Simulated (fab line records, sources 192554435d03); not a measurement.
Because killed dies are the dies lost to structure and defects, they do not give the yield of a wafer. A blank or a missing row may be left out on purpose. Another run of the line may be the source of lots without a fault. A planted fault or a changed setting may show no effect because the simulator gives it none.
Problem report in the 8D (eight disciplines) form, filled by code || flow n5 finfet || the parts of the form that need people (team, actions taken, sign-off) are left out

## 1. WHAT IS WRONG
Wafers without a fault read 401.5, standard deviation 0.32; wafer_temp_C_max at N5_MOL_CONTACT_COAG_ANNEAL_112 reads a mean of 392.1 on 6 wafers belonging to 2 lots. That is -29 standard deviations from the usual mean.
The step: time 1800 s.
First seen on wafer L313.2, day 7 04:37, on hp anneal-01. The record holds 24 wafers of 8 lots with a number at this step. Rule for "out", or "out of limits": more than 4 standard deviations from the usual mean. The other wafers with a number count as sound.

## 2. WHAT IT IS, AND WHAT IT ISN'T
{"question": "which readings at this step", "is": "wafer_temp_C_max, spike tc bottom C, spike tc centre C, spike tc lower C, spike tc top C, spike tc upper C", "is not": "-"}
{"question": "which lots", "is": "L313, L314", "is not": "L306, L310, L311, L324, L325, L326"}
{"question": "which wafers of those lots", "is": "all that have a number", "is not": "-"}
{"question": "read on which tools", "is": "hp anneal-01", "is not": "-"}
{"question": "when", "is": "from day 7 04:37", "is not": "up to then (9 sound wafers); but 9 sound wafers of L324, L325, L326 came after"}

## 3. SUSPECTS, AND WHAT RULES EACH OUT
Counting: a tool stays on the suspect list if, at a process step up to the reading, it processed all lots that are out and no sound lot following the first of them.
- hp anneal-01 at N5_MOL_CONTACT_COAG_ANNEAL_112 (time 1800 s): ruled out as a lasting fault. Sound lots L324, L325, L326 ran on it after its first lot that is out, L313 (day 7 04:37).
Left after counting: nothing in the record.

## 4. THE CAUSE (what the simulator had put in)
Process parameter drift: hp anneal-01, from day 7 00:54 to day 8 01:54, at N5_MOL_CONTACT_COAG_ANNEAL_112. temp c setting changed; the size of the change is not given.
Counting ruled it out, wrongly.

## 5. THE CHAIN OF EFFECTS, in route order
Rows list readings where the struck wafers' mean (over those with a number) sits beyond 3 standard deviations from the usual. Only readings whose record carries a usual standard deviation are examined. hours: median over the lots of the time between each lot's start at the first step of this table that gives one and its start at this step. sigmas: the change, counted in usual standard deviations.
{"hours": 0, "step": "N5_MOL_CONTACT_COAG_ANNEAL_112", "reading": "spike tc bottom C", "usual": "422.7 C", "on struck wafers": 412.7, "change": -10.0, "sigmas": -11}
{"hours": 0, "step": "N5_MOL_CONTACT_COAG_ANNEAL_112", "reading": "spike tc centre C", "usual": "401.3 C", "on struck wafers": 391.7, "change": -9.6, "sigmas": -8.8}
{"hours": 0, "step": "N5_MOL_CONTACT_COAG_ANNEAL_112", "reading": "spike tc lower C", "usual": "398.8 C", "on struck wafers": 388.9, "change": -9.9, "sigmas": -9.9}
{"hours": 0, "step": "N5_MOL_CONTACT_COAG_ANNEAL_112", "reading": "spike tc top C", "usual": "421.8 C", "on struck wafers": 412.3, "change": -9.5, "sigmas": -8.6}
{"hours": 0, "step": "N5_MOL_CONTACT_COAG_ANNEAL_112", "reading": "spike tc upper C", "usual": "398.7 C", "on struck wafers": 389.2, "change": -9.5, "sigmas": -9.5}
{"hours": 0, "step": "N5_MOL_CONTACT_COAG_ANNEAL_112", "reading": "wafer_temp_C_max", "usual": 401.5, "on struck wafers": 392.1, "change": -9.4, "sigmas": -29}
{"hours": 0, "step": "N5_MOL_CONTACT_COAG_ANNEAL_112", "reading": "zone power centre pct", "usual": "8.38 %", "on struck wafers": 8.09, "change": -0.29, "sigmas": -3.6}
{"hours": 0, "step": "N5_MOL_CONTACT_COAG_ANNEAL_112", "reading": "zone power lower pct", "usual": "9.44 %", "on struck wafers": 9.16, "change": -0.28, "sigmas": -3.2}
{"hours": 0, "step": "N5_MOL_CONTACT_COAG_ANNEAL_112", "reading": "zone power upper pct", "usual": "8.82 %", "on struck wafers": 8.53, "change": -0.29, "sigmas": -3.4}
Here are the process steps it includes:
- N5_MOL_CONTACT_COAG_ANNEAL_112: time 1800 s.
Later steps that measure or inspect, where all struck wafers having a row at the step show a number for every such reading and not one has moved that far: N5_BEOL_M4_RC_MEAS_101.

## 6. WHAT WOULD HAVE CAUGHT IT SOONER
The fault began at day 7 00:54; the first out-of-limits reading in this record came at day 7 04:37, 4 hours later.
